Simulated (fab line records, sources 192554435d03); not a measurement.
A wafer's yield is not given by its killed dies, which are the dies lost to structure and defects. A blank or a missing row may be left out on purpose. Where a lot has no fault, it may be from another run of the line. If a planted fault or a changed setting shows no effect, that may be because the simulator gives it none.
Which tool was responsible? + flow n5-finfet + Sampling: 9 lots, 27 wafers, 5 of 1938 route steps

WHAT EACH GAUGE READ, for each wafer
N5_BEOL_M0_CUTY_CD_MEAS_57 targets a cd of 200 nm. Usual: 199.8 nm for cd-nm, sd 0.79.
| lot  | measured     | on        | cd-nm (nm)        | flag |
|------|--------------|-----------|-------------------|------|
| L436 | day 6 03:10  | cd-sem-01 | 201.4 201.0 201.1 |      |
| L448 | day 9 02:15  | cd-sem-03 | 201.0 199.9 201.0 |      |
| L450 | day 9 19:13  | cd-sem-03 | 199.1 199.0 200.2 |      |
| L451 | day 10 02:04 | cd-sem-03 | 198.9 198.8 199.4 |      |
| L454 | day 11 00:25 | cd-sem-03 | 199.9 200.0 199.6 |      |
| L455 | day 11 02:35 | cd-sem-01 | 199.5 198.6 199.0 |      |
| L456 | day 11 05:33 | cd-sem-02 | 198.8 199.5 199.3 |      |
| L457 | day 11 13:56 | cd-sem-03 | 199.4 200.3 200.1 |      |
| L458 | day 11 17:58 | cd-sem-02 | 199.8 199.5 201.4 |      |

N5_BEOL_M4_RC_MEAS_101. Usual: DIBL_N 36.6 mV/V, standard deviation 1.3; DIBL_P 36.4 mV/V, standard deviation 1.4; IOFF_N 0.167 nA/um, standard deviation 0.023; IOFF_P 0.219 nA/um, standard deviation 0.029; ION_N 678 uA/um, standard deviation 8.7; ION_P 464 uA/um, standard deviation 6.4; SS_N 71.5 mV/dec, standard deviation 0.53; SS_P 73.4 mV/dec, standard deviation 0.57; VT_N 248.5 mV, standard deviation 2.8; VT_P -249 mV, standard deviation 3.1.
| lot  | measured     | on        | DIBL_N (mV/V)  | DIBL_P (mV/V)  | IOFF_N (nA/um)    | IOFF_P (nA/um)    | ION_N (uA/um) | ION_P (uA/um) | SS_N (mV/dec)  | SS_P (mV/dec)  | VT_N (mV)         | VT_P (mV)      | flag |
|------|--------------|-----------|----------------|----------------|-------------------|-------------------|---------------|---------------|----------------|----------------|-------------------|----------------|------|
| L436 | day 9 06:21  | prober-01 | 39.7 37.9 37.8 | 38.0 35.7 35.3 | 0.211 0.180 0.174 | 0.267 0.226 0.220 | 692 686 674   | 469 469 463   | 72.4 71.0 71.6 | 74.2 73.1 72.9 | 244.7 245.5 247.3 | -246 -248 -249 |      |
| L448 | day 13 17:03 | prober-01 | 35.5 36.0 36.7 | 37.1 38.0 38.3 | 0.165 0.177 0.189 | 0.201 0.215 0.210 | 674 673 670   | 460 457 455   | 71.6 71.8 72.2 | 74.1 74.1 74.1 | 248.2 249.4 247.0 | -253 -253 -251 |      |
| L454 | day 14 18:17 | prober-01 | 36.4 37.5 37.3 | 36.8 38.0 37.8 | 0.165 0.173 0.172 | 0.212 0.237 0.228 | 667 670 668   | 458 463 461   | 71.5 71.5 71.3 | 73.0 73.5 73.2 | 246.2 247.3 247.1 | -250 -248 -251 |      |
| L455 | day 14 22:31 | prober-01 | 39.3 37.9 37.2 | 37.6 37.0 36.2 | 0.193 0.165 0.149 | 0.207 0.200 0.180 | 689 679 672   | 461 466 456   | 71.7 71.7 71.6 | 74.3 73.7 73.5 | 245.8 249.2 252.1 | -252 -253 -255 |      |
| L456 | day 15 15:37 | prober-01 | 37.1 37.7 36.9 | 39.1 38.4 38.3 | 0.171 0.176 0.168 | 0.247 0.233 0.222 | 674 675 678   | 463 465 466   | 72.1 72.4 71.7 | 73.3 73.7 73.8 | 249.8 250.0 252.3 | -248 -248 -251 |      |
| L457 | day 15 22:28 | prober-01 | 38.3 37.2 37.2 | 39.0 36.4 36.5 | 0.231 0.193 0.188 | 0.281 0.235 0.234 | 704 689 690   | 477 468 468   | 71.8 71.3 71.6 | 74.7 74.4 73.3 | 242.5 245.3 245.2 | -245 -249 -250 |      |
| L458 | day 15 15:25 | prober-02 | 36.2 36.1 35.8 | 37.2 36.6 36.3 | 0.160 0.153 0.151 | 0.197 0.182 0.179 | 679 676 679   | 461 457 460   | 71.8 71.3 70.9 | 72.2 72.6 72.6 | 248.6 251.2 250.6 | -252 -250 -252 |      |

WHAT TOOL EACH LOT RAN ON (gives the tool, then ch and the chambers of the sampled wafers, and finally the start)
| lot  | N5_BEOL_M0_CUTY_ETCH_63            | N5_BEOL_M0_ETCH_138                | N5_BEOL_M0_WET_ETCH_106             |
|------|------------------------------------|------------------------------------|-------------------------------------|
| L436 | rie-diel-05 ch 2,3, day 6 03:26    | rie-diel-05 ch 2,3, day 6 03:33    | wet-bench-05 ch 0,1,5, day 6 05:18  |
| L448 | rie-diel-05 ch 1,2, day 9 02:25    | rie-diel-05 ch 1,2, day 9 02:33    | wet-bench-05 ch 2,4,5, day 9 03:29  |
| L450 | rie-diel-01 ch 1,3, day 9 19:23    | rie-diel-01 ch 1,3, day 9 19:31    | wet-bench-04 ch 2,6,7, day 9 22:20  |
| L451 | rie-diel-04 ch 1,2,3, day 10 02:14 | rie-diel-04 ch 1,2,3, day 10 02:22 | wet-bench-04 ch 0,1,6, day 10 02:43 |
| L454 | rie-diel-04 ch 0,1,2, day 11 00:57 | rie-diel-04 ch 0,1,2, day 11 01:04 | wet-bench-05 ch 3,4,5, day 11 05:57 |
| L455 | rie-diel-05 ch 1,2,3, day 11 03:52 | rie-diel-05 ch 1,2,3, day 11 03:59 | wet-bench-04 ch 0,2,3, day 11 04:47 |
| L456 | rie-diel-05 ch 1,2, day 11 06:05   | rie-diel-05 ch 1,2, day 11 06:13   | wet-bench-04 ch 1,6,7, day 11 07:19 |
| L457 | rie-diel-01 ch 0,1,2, day 11 14:06 | rie-diel-01 ch 0,1,2, day 11 14:14 | wet-bench-04 ch 1,3,4, day 11 15:09 |
| L458 | rie-diel-04 ch 1,3, day 11 18:29   | rie-diel-04 ch 1,3, day 11 18:37   | wet-bench-03 ch 2,4,7, day 12 04:50 |
- N5_BEOL_M0_CUTY_ETCH_63: etches SOC in N2/H2, target depth 82.7 nm, overetch 16.5 nm, time 124 s.
- N5_BEOL_M0_ETCH_138: etches SiCN in CH3F/O2, target depth 12 nm, time 31.6 s.
- N5_BEOL_M0_WET_ETCH_106: etches SiO2 in DHF, target depth 130 nm, rinse time 30 s.

WHAT THE TOOLS THEMSELVES READ (means of the sampled wafers that have a number; where no wafer has one, the mark that the record gives instead)
N5_BEOL_M0_CUTY_ETCH_63. Usual: bias-w 150.0 W, standard deviation 0.46; chamber-pressure-mTorr 30.000 mTorr, standard deviation 0.028; drypump-motor-current-A 5.9 A, standard deviation 0.42; oes-product-au 0.65 a.u., standard deviation 0.065; rf-fwd-power-W 837 W, standard deviation 3.1; rf-vpp-V 524.3 V, standard deviation 2; showerhead-plenum-p-Torr 2.56 Torr, standard deviation 0.071; throttle-valve-pct 17.91 %, standard deviation 0.19.
| lot  | tool        | bias-w (W) | chamber-pressure-mTorr (mTorr) | drypump-motor-current-A (A) | oes-product-au (a.u.) | rf-fwd-power-W (W) | rf-vpp-V (V) | showerhead-plenum-p-Torr (Torr) | throttle-valve-pct (%) | flag |
|------|-------------|------------|--------------------------------|-----------------------------|-----------------------|--------------------|--------------|---------------------------------|------------------------|------|
| L436 | rie-diel-05 | 149.6      | 29.984                         | 6.0                         | 0.64                  | 838                | 525.1        | 2.58                            | 18.02                  |      |
| L448 | rie-diel-05 | 150.2      | 29.985                         | 6.3                         | 0.61                  | 837                | 525.4        | 2.60                            | 18.01                  |      |
| L450 | rie-diel-01 | 150.5      | 29.996                         | 5.3                         | 0.62                  | 834                | 523.7        | 2.55                            | 18.12                  |      |
| L451 | rie-diel-04 | 150.2      | 30.030                         | 5.7                         | 0.70                  | 833                | 523.5        | 2.54                            | 17.83                  |      |
| L454 | rie-diel-04 | 149.8      | 30.001                         | 6.0                         | 0.69                  | 836                | 524.0        | 2.54                            | 17.77                  |      |
| L455 | rie-diel-05 | 149.9      | 29.978                         | 6.2                         | 0.62                  | 835                | 523.5        | 2.54                            | 17.97                  |      |
| L456 | rie-diel-05 | 149.5      | 30.026                         | 6.4                         | 0.61                  | 838                | 524.7        | 2.57                            | 17.91                  |      |
| L457 | rie-diel-01 | 150.2      | 30.001                         | 5.7                         | 0.68                  | 836                | 523.8        | 2.53                            | 17.74                  |      |
| L458 | rie-diel-04 | 150.0      | 29.996                         | 6.0                         | 0.74                  | 831                | 523.6        | 2.52                            | 17.64                  |      |

N5_BEOL_M0_ETCH_138. Usual: CH3F_flow_sccm 30.00 sccm, standard deviation 0.09; O2_flow_sccm 20.01 sccm, standard deviation 0.062; drypump-motor-current-A 5.9 A, standard deviation 0.43; etch-rf-on-time-s 29.5 s, standard deviation 0.78; oes-product-au 0.68 a.u., standard deviation 0.071; rf-fwd-power-W 386.7 W, standard deviation 1.9; rf-vpp-V 297.6 V, standard deviation 1.4; showerhead-plenum-p-Torr 2.02 Torr, standard deviation 0.054; throttle-valve-pct 16.40 %, standard deviation 0.2.
| lot  | tool        | CH3F_flow_sccm (sccm) | O2_flow_sccm (sccm) | drypump-motor-current-A (A) | etch-rf-on-time-s (s) | oes-product-au (a.u.) | rf-fwd-power-W (W) | rf-vpp-V (V) | showerhead-plenum-p-Torr (Torr) | throttle-valve-pct (%) | flag |
|------|-------------|-----------------------|---------------------|-----------------------------|-----------------------|-----------------------|--------------------|--------------|---------------------------------|------------------------|------|
| L436 | rie-diel-05 | 30.00                 | 19.97               | 6.0                         | 30.1                  | 0.65                  | 388.7              | 297.3        | 2.03                            | 16.56                  |      |
| L448 | rie-diel-05 | 29.92                 | 20.02               | 6.2                         | 29.9                  | 0.63                  | 390.3              | 298.9        | 2.04                            | 16.49                  |      |
| L450 | rie-diel-01 | 29.96                 | 19.95               | 5.3                         | 29.2                  | 0.65                  | 385.3              | 296.7        | 2.00                            | 16.58                  |      |
| L451 | rie-diel-04 | 29.95                 | 19.99               | 5.8                         | 28.8                  | 0.73                  | 386.7              | 296.8        | 2.00                            | 16.30                  |      |
| L454 | rie-diel-04 | 30.00                 | 20.01               | 6.0                         | 29.9                  | 0.72                  | 388.1              | 296.4        | 2.00                            | 16.27                  |      |
| L455 | rie-diel-05 | 30.07                 | 20.02               | 6.2                         | 28.7                  | 0.64                  | 387.3              | 296.9        | 2.00                            | 16.48                  |      |
| L456 | rie-diel-05 | 30.02                 | 20.10               | 6.4                         | 30.1                  | 0.63                  | 389.1              | 298.1        | 2.02                            | 16.37                  |      |
| L457 | rie-diel-01 | 29.96                 | 19.97               | 5.7                         | 29.8                  | 0.72                  | 385.8              | 297.4        | 2.00                            | 16.26                  |      |
| L458 | rie-diel-04 | 29.93                 | 20.05               | 6.0                         | 28.6                  | 0.78                  | 386.2              | 297.3        | 1.99                            | 16.11                  |      |

N5_BEOL_M0_WET_ETCH_106. Usual: bath-heat-duty-pct 6.4 %, standard deviation 0.84; rinse-temp-c 22.99 C, standard deviation 0.1.
| lot  | tool         | bath-heat-duty-pct (%) | rinse-temp-c (C) | flag |
|------|--------------|------------------------|------------------|------|
| L436 | wet-bench-05 | 6.6                    | 22.97            |      |
| L448 | wet-bench-05 | 6.6                    | 22.99            |      |
| L450 | wet-bench-04 | -                      | -                | OFF  |
| L451 | wet-bench-04 | -                      | -                | OFF  |
| L454 | wet-bench-05 | 6.8                    | 23.03            |      |
| L455 | wet-bench-04 | 6.2                    | 22.99            |      |
| L456 | wet-bench-04 | 5.6                    | 22.97            |      |
| L457 | wet-bench-04 | 5.7                    | 22.95            |      |
| L458 | wet-bench-03 | 6.6                    | 22.98            |      |

THE ANSWER, worked out from the rows above alone
Rule: a lot counts as off when the mean over its wafers that have a number is more than 3 standard deviations away from the usual mean. Also off: a lot with no number at a reading for which 4 or more lots have one. Any other lot the step has rows for is counted as sound. The gauges are gone through in route order, then the tools' own readings, and for those a lot's mean is taken as printed above. The first step at which some lot is off is used, and at that step the reading that is off furthest; a lot without a number counts as furthest.
Off at N5_BEOL_M0_WET_ETCH_106 (bath-heat-duty-pct): L450, L451. Without a number there: L450, L451.
A tool fits if, at that step or a process step before it, it ran every lot that is off, and no sound lot after the first of them. Of those tried, none fits.

WHAT THE SIMULATOR HAD INSERTED
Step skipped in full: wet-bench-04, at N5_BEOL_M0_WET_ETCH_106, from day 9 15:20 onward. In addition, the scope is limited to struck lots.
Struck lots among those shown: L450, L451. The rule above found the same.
